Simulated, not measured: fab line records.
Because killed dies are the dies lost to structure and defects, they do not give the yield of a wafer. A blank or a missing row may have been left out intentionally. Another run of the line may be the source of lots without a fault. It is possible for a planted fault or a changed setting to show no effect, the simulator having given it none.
Problem report in the 8D (eight disciplines) form, filled by code || flow nand_harc || the parts of the form that need people (team, actions taken, sign-off) are left out

== 1. WHAT WENT WRONG ==
Mean of raw_defect_count at NHARC_A_CHANNEL_HOLE_D2_INSPECT_40: 793 across 2 wafers in 2 lots; on wafers with no fault it is 280 (standard deviation 82). Measured from the usual mean, that is +6.3 standard deviations.
First seen on wafer L784.2, day 17 11:29, on defect_inspect-02. The record holds 36 wafers of 12 lots with a number at this step. By rule, "out" or "out of limits" means more than 4 standard deviations away from the usual mean. The other wafers with a number count as sound.

== 2. WHAT IT IS, AND WHAT IT ISN'T ==
{"question": "which readings at this step", "is": "raw_defect_count", "is not": "-"}
{"question": "which lots", "is": "L784, L788", "is not": "L777, L778, L783, L789, L791, L795, L796, L798, L799, L800"}
{"question": "which wafers of those lots", "is": "L784.2, L788.5", "is not": "L784.1, L784.4, L788.3, L788.4"}
{"question": "read on which gauges", "is": "defect_inspect-02", "is not": "defect_inspect-01"}
{"question": "when", "is": "from day 17 11:29", "is not": "up to then (11 sound wafers); but 23 sound wafers of L788, L789, L791, L795, L796, L798, L799, L800 came after"}

== 3. WHAT RULES OUT EACH SUSPECT ==
Counting: a tool at a process step up to the reading stays a suspect if it ran every lot that is out. Sound lots after the first of them don't rule it out here, since some wafers of a struck lot are sound.
- the gauge at NHARC_A_CHANNEL_HOLE_D2_INSPECT_40 has been ruled out. All the wafers that are out were read on defect_inspect-02, but those of them that NHARC_END_SORT_01 has rows for are out there too, on other tools.
- har_etch-01 at NHARC_A_CHANNEL_HOLE_D2_ETCH_26 (etches the open film in C4F8/O2/Ar, time 224.1 s, target depth 300 nm): kept. It ran every lot that is out, first L784 (day 17 09:33); its last sound lot up to then is L783 (day 15 12:35).
- rie_diel-12 at NHARC_A_CHANNEL_HOLE_D2_STRIP_43 (strips in O2/COS): kept. It ran every lot that is out, first L784 (day 17 10:26); its last sound lot up to then is L783 (day 15 13:29).
Remaining after the count are har_etch-01 at NHARC_A_CHANNEL_HOLE_D2_ETCH_26 and rie_diel-12 at NHARC_A_CHANNEL_HOLE_D2_STRIP_43.

== 4. THE CAUSE (what the simulator had put in) ==
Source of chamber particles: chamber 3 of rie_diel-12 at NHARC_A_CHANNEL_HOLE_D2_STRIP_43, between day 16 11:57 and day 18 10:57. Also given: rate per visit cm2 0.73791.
Counting left 2 suspects, and this tool is among them.

== 5. SEQUENCE OF EFFECTS, ordered by route ==
Each row: a reading whose mean over the struck wafers that have a number lies more than 3 standard deviations from the usual. Only readings for which the record gives a usual standard deviation are gone through. hours: the time from each lot's start at the first step in this table that gives one to its start at this step, as a median over the lots. sigmas: the change in usual standard deviations.
{"hours": 0, "step": "NHARC_A_CHANNEL_HOLE_D2_INSPECT_40", "reading": "raw_defect_count", "usual": 280, "on struck wafers": 793, "change": "+513", "sigmas": "+6.3"}
{"hours": 263, "step": "NHARC_END_SORT_01", "reading": "killed_at_array", "usual": 41, "on struck wafers": 120, "change": "+80", "sigmas": "+7.9"}
{"hours": 263, "step": "NHARC_END_SORT_01", "reading": "killed_dies", "usual": 46, "on struck wafers": 122, "change": "+76", "sigmas": "+7.7"}

== 6. HOW IT WOULD HAVE BEEN CAUGHT EARLIER ==
In this record the first reading out of limits at a measuring or inspecting step was taken at day 17 11:29, 24 hours after the fault began at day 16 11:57.
Lots out: 2; of these, L788 started NHARC_A_CHANNEL_HOLE_D2_STRIP_43 on rie_diel-12 after day 17 11:29. A tool hold placed at that time would have kept it from harm.
